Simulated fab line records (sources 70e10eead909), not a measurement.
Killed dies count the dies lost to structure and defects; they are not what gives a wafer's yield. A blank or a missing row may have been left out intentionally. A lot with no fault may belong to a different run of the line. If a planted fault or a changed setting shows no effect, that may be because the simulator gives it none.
Chamber matching :: flow nand harc :: NHARC_A_STAIRCASE_CMP_450 on cmp-03 has 4 sister chambers
The step polishes SiO2, target thk 200 nm. 4 wafers are shown with their chamber, then 9 later ones without.

## WAFERS, EACH WITH ITS CHAMBER
wafer: L079.2
chamber: 2
motor current A (A): 10.2

wafer: L087.1
chamber: 1
motor current A (A): 13.5

wafer: L090.5
chamber: 0
motor current A (A): 13.1

wafer: L090.6
chamber: 3
motor current A (A): 10.9

## WAFERS WITHOUT THEIR CHAMBER
wafer: L093.1
motor current A (A): 10.8

wafer: L093.4
motor current A (A): 13.2

wafer: L093.5
motor current A (A): 10.7

wafer: L094.1
motor current A (A): 10.6

wafer: L094.3
motor current A (A): 13.4

wafer: L094.5
motor current A (A): 10.7

wafer: L096.1
motor current A (A): 13.4

wafer: L096.4
motor current A (A): 11.1

wafer: L096.5
motor current A (A): 10.6

## WHICH CHAMBER EACH WENT THROUGH
wafer: L093.1
from the rows above: 3
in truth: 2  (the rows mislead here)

wafer: L093.4
from the rows above: can't be placed: 0 or 1
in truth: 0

wafer: L093.5
from the rows above: can't be placed: 3 or 2
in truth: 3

wafer: L094.1
from the rows above: can't be placed: 3 or 2
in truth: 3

wafer: L094.3
from the rows above: can't be placed: 1 or 0
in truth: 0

wafer: L094.5
from the rows above: can't be placed: 3 or 2
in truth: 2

wafer: L096.1
from the rows above: can't be placed: 1 or 0
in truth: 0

wafer: L096.4
from the rows above: 3
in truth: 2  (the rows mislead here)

wafer: L096.5
from the rows above: can't be placed: 3 or 2
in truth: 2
Correctly placed: 0 of 9. Cannot be placed on the basis of these rows: 7; the candidates contain the true chamber in 7. Number placed wrongly: 2.
How it was worked out, from the rows above alone: a wafer's distance from a chamber is the root of the sum, over the readings, of the square of ((its reading less the chamber's mean) divided by the reading's scatter). The wafer belongs to the nearest chamber; if the next one is less than 2 further off, it can't be placed. The mean given for a chamber averages the wafers shown for that chamber. The scatter: with one shown wafer a chamber, the root of the mean of the squares of how far each hidden wafer lies from its nearest shown one.
